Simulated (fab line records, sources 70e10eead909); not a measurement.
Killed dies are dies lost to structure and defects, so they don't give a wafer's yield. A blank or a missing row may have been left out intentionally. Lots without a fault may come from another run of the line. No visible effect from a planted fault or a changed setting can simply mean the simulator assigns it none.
A lot that was struck, set against a sound lot + flow nand-harc + 14 steps out of a route of 1159
Sound: the wafers L235.1, L235.5, L235.6. Struck: wafer L246.4. (L246.5, L246.6 of the same lot were not struck and are left out.) The cause comes at the end.
Order at every step that has rows: each side's tool, ch and its chambers, its first start. Under that, the readings that differ: sound wafers + struck wafers + difference of the means + sigmas: that difference in standard deviations of wafers without a fault.
alike: readings whose means differ by less than 2 such deviations, and words and numbers that are the same on both sides. not compared: withheld readings, readings that some wafer has no value for, bounds like >300 that may hide the same value, and numbers for which the record gives no deviation and whose values overlap.
The two part at a step that has a row with sigmas, a row that says differs or no value, or rows on one side only. Numbers that have no deviation but don't overlap get no sigmas and don't part them. A reading missing from all wafers of one side parts the sides only when that side holds two or more wafers.

first, 5 steps without rows for these wafers: NHARC_A_CONTACT_SOFTBAKE_03 (time 55 s); NHARC_A_CONTACT_EBR_04; NHARC_A_CONTACT_EXPOSE_05 (exposes mask A CC); NHARC_A_CONTACT_PEB_06 (peb time 65 s); NHARC_A_CONTACT_DEVELOP_07 (develop time 35 s).
NHARC_A_CONTACT_CD_MEAS_08: target cd 100 nm.
  sound on cd-sem-01 ch 0, day 16 15:34; struck on cd-sem-03 ch 0, day 20 02:10
  alike: cd-nm
NHARC_A_CONTACT_OVL_MEAS_09:
  struck on overlay-02, day 20 02:14; sound on overlay-02, day 16 15:40
  alike: overlay-x-nm, overlay-y-nm
NHARC_A_CONTACT_INSPECT_10:
  struck on defect-inspect-01, day 20 02:17; sound on defect-inspect-01, day 16 15:42
  alike: raw-defect-count
NHARC_A_CONTACT_DESCUM_13: chemistry O2, time 3 s.
  sound on rie-diel-10 ch 0,1,2, day 16 15:47; struck on rie-diel-10 ch 3, day 20 02:21
  alike: drypump-motor-current-A, oes-product-au, rf-vpp-V, showerhead-plenum-p-Torr, throttle-valve-pct
  not compared: rf-hours-counter-h
NHARC_A_CONTACT_ETCH_88: etches the open film in CF4, target depth 39 nm, time 65 s.
  sound on rie-diel-10 ch 0,1, day 16 15:51; struck on rie-diel-10 ch 0, day 20 02:26
  alike: drypump-motor-current-A, oes-product-au, rf-fwd-power-W, rf-vpp-V, showerhead-plenum-p-Torr, throttle-valve-pct
  not compared: rf-hours-counter-h
NHARC_A_CONTACT_ETCH_89: etches the open film in N2/H2, target depth 260 nm, time 475.3 s.
  sound on rie-diel-10 ch 1,2,3; struck on rie-diel-10 ch 3
  alike: drypump-motor-current-A, oes-product-au, rf-fwd-power-W, rf-vpp-V, showerhead-plenum-p-Torr, throttle-valve-pct
  not compared: rf-hours-counter-h
NHARC_A_CONTACT_ETCH_30: etches the open film in CF4/CHF3, target depth 60.5 nm, time 30.2 s.
  sound on rie-diel-10 ch 0,1; struck on rie-diel-10 ch 3
| reading               | sound             | struck | difference | sigmas |
|-----------------------|-------------------|--------|------------|--------|
| oes-product-au (a.u.) | 0.970 0.968 0.977 | 0.916  | -0.056     | -3     |
  alike: drypump-motor-current-A, rf-fwd-power-W, rf-vpp-V, showerhead-plenum-p-Torr, throttle-valve-pct
  not compared: rf-hours-counter-h
NHARC_A_CONTACT_ETCH_31: etches the open film in O2/COS, target depth 2000 nm, time 520 s.
  sound on rie-diel-10 ch 1,2, day 16 16:21; struck on rie-diel-10 ch 0, day 20 03:01
| reading               | sound             | struck | difference | sigmas |
|-----------------------|-------------------|--------|------------|--------|
| oes-product-au (a.u.) | 1.008 0.997 1.006 | 0.837  | -0.167     | -17    |
  alike: drypump-motor-current-A, rf-fwd-power-W, rf-vpp-V, showerhead-plenum-p-Torr, throttle-valve-pct
  not compared: rf-hours-counter-h
NHARC_A_CONTACT_ETCH_134: etches the open film in C4F8/O2/Ar, time 140 s, target depth 700 nm.
  sound on har-cap-etch-03 ch 0,1, day 16 16:48; struck on har-cap-etch-02 ch 1, day 20 03:26
  not compared: rf-hours-counter-h

WHERE THEY PART
Earliest at NHARC_A_CONTACT_ETCH_30; latest, in this record, at NHARC_A_CONTACT_ETCH_31.

WHY: what the simulator had put in
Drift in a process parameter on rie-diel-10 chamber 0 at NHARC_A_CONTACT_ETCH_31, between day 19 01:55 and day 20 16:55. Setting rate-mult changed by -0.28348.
